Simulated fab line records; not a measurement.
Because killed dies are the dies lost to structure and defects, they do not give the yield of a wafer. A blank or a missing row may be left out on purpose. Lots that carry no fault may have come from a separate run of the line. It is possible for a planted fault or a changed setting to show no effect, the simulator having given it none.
Chamber matching :: flow n5-finfet :: N5_BEOL_M5_VIA_ETCH_34 on rie-diel-02 has 4 sister chambers
The step etches SiCOH lowk in C4F6/O2, target depth 88.3 nm, time 39.2 s. 4 wafers are shown with their chamber, then 11 later ones without.

## EACH WAFER AND ITS CHAMBER
wafer: L085.3
chamber: 2
showerhead-plenum-p-Torr (Torr): 2.82

wafer: L087.1
chamber: 1
showerhead-plenum-p-Torr (Torr): 2.93

wafer: L087.6
chamber: 3
showerhead-plenum-p-Torr (Torr): 3.04

wafer: L091.3
chamber: 0
showerhead-plenum-p-Torr (Torr): 2.77

## WAFERS WITH NO CHAMBER GIVEN
wafer: L091.4
showerhead-plenum-p-Torr (Torr): 2.93

wafer: L091.6
showerhead-plenum-p-Torr (Torr): 2.82

wafer: L093.1
showerhead-plenum-p-Torr (Torr): 3.03

wafer: L093.2
showerhead-plenum-p-Torr (Torr): 2.77

wafer: L093.4
showerhead-plenum-p-Torr (Torr): 2.93

wafer: L094.1
showerhead-plenum-p-Torr (Torr): 2.81

wafer: L094.2
showerhead-plenum-p-Torr (Torr): 2.76

wafer: L094.3
showerhead-plenum-p-Torr (Torr): 2.92

wafer: L097.1
showerhead-plenum-p-Torr (Torr): 3.03

wafer: L097.5
showerhead-plenum-p-Torr (Torr): 2.76

wafer: L097.6
showerhead-plenum-p-Torr (Torr): 3.03

## EACH ONE'S CHAMBER
wafer: L091.4
from the rows above: 1
in truth: 1

wafer: L091.6
from the rows above: 2
in truth: 2

wafer: L093.1
from the rows above: 3
in truth: 3

wafer: L093.2
from the rows above: 0
in truth: 0

wafer: L093.4
from the rows above: 1
in truth: 1

wafer: L094.1
from the rows above: 2
in truth: 2

wafer: L094.2
from the rows above: 0
in truth: 0

wafer: L094.3
from the rows above: 1
in truth: 1

wafer: L097.1
from the rows above: 3
in truth: 3

wafer: L097.5
from the rows above: 0
in truth: 0

wafer: L097.6
from the rows above: 3
in truth: 3
Correctly placed: 11 of 11. Can't be placed from these rows: 0. Placed wrongly: 0.
How it was worked out, from the rows above alone: a wafer's distance from a chamber is the root of the sum, over the readings, of the square of ((its reading less the chamber's mean) divided by the reading's scatter). The wafer belongs to the nearest chamber; if the next one is less than 2 further off, it can't be placed. Each chamber's mean is taken over the wafers shown for it. The scatter: with one shown wafer a chamber, the root of the mean of the squares of how far each hidden wafer lies from its nearest shown one.
